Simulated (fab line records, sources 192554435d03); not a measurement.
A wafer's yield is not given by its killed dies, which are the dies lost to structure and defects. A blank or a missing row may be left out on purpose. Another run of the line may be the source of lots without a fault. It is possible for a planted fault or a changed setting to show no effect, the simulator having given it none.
Which of the tools did it?	flow n5Finfet	33 wafers from 11 lots sampled at 2 of the route's 1938 steps

WHAT THE GAUGES SHOWED, per wafer
N5_MIM_BOT_LITHO_CD_MEAS_08: target cd 3000 nm.
lot	measured	on	cdNm (nm)
L506	day 11 12:19	cdSem-02	2999.2 3003.6 3000.8
L508	day 11 12:38	cdSem-03	3002.3 3001.0 2997.4
L507	day 12 04:16	cdSem-01	2996.6 3001.4 2999.6
L510	day 12 20:34	cdSem-03	3000.1 2998.2 2997.3
L512	day 13 17:07	cdSem-01	2998.8 2998.9 2996.7
L519	day 15 04:07	cdSem-01	2997.1 2999.5 3001.8
L517	day 15 07:06	cdSem-03	3000.5 3001.3 3000.9
L526	day 17 06:34	cdSem-02	3001.9 3004.1 3002.1
L527	day 17 12:29	cdSem-02	2997.2 2995.9 2999.8
L528	day 18 03:51	cdSem-01	2999.5 3000.4 3000.2
L529	day 18 03:47	cdSem-03	2997.0 2995.1 2996.3

EACH LOT AND THE TOOL THAT RAN IT (in order: tool; ch and the chambers of the sampled wafers; start)
lot	N5_BEOL_M14_STRIP_37
L506	rieDiel-05 ch 0,3, day 10 21:53
L508	rieDiel-04 ch 1,3, day 10 23:57
L507	rieDiel-02 ch 2,3, day 11 16:10
L510	rieDiel-05 ch 1,2, day 12 08:13
L512	rieDiel-02 ch 1,2,3, day 13 04:40
L519	rieDiel-04 ch 0,1,2, day 14 11:05
L517	rieDiel-04 ch 0,1,2, day 14 18:07
L526	rieDiel-05 ch 0,1,3, day 16 17:51
L527	rieDiel-05 ch 1,2, day 16 23:08
L528	rieDiel-04 ch 1,2,3, day 17 03:30
L529	rieDiel-04 ch 0,2,3, day 17 11:11
- N5_BEOL_M14_STRIP_37: strips in O2.

THE ANSWER, worked out from the rows above alone
Rule: the usual values come from the lots themselves. The widest of any qualifying gaps counts: lots, ordered by their means at a reading, are off when they make up no more than a third of the lots, leave a main group of 4 or more, and stand apart from it by 3 or more times the standard deviation of that group's means. If all means in a main group match to the digits the tables above print for the reading, that group is not used. A lot without any number at a reading at which 4 lots or more have one is off too. All remaining lots with rows at the step are treated as sound.
Nothing can be told from this: no lot is off at any reading shown.

WHAT WAS PUT IN BY THE SIMULATOR
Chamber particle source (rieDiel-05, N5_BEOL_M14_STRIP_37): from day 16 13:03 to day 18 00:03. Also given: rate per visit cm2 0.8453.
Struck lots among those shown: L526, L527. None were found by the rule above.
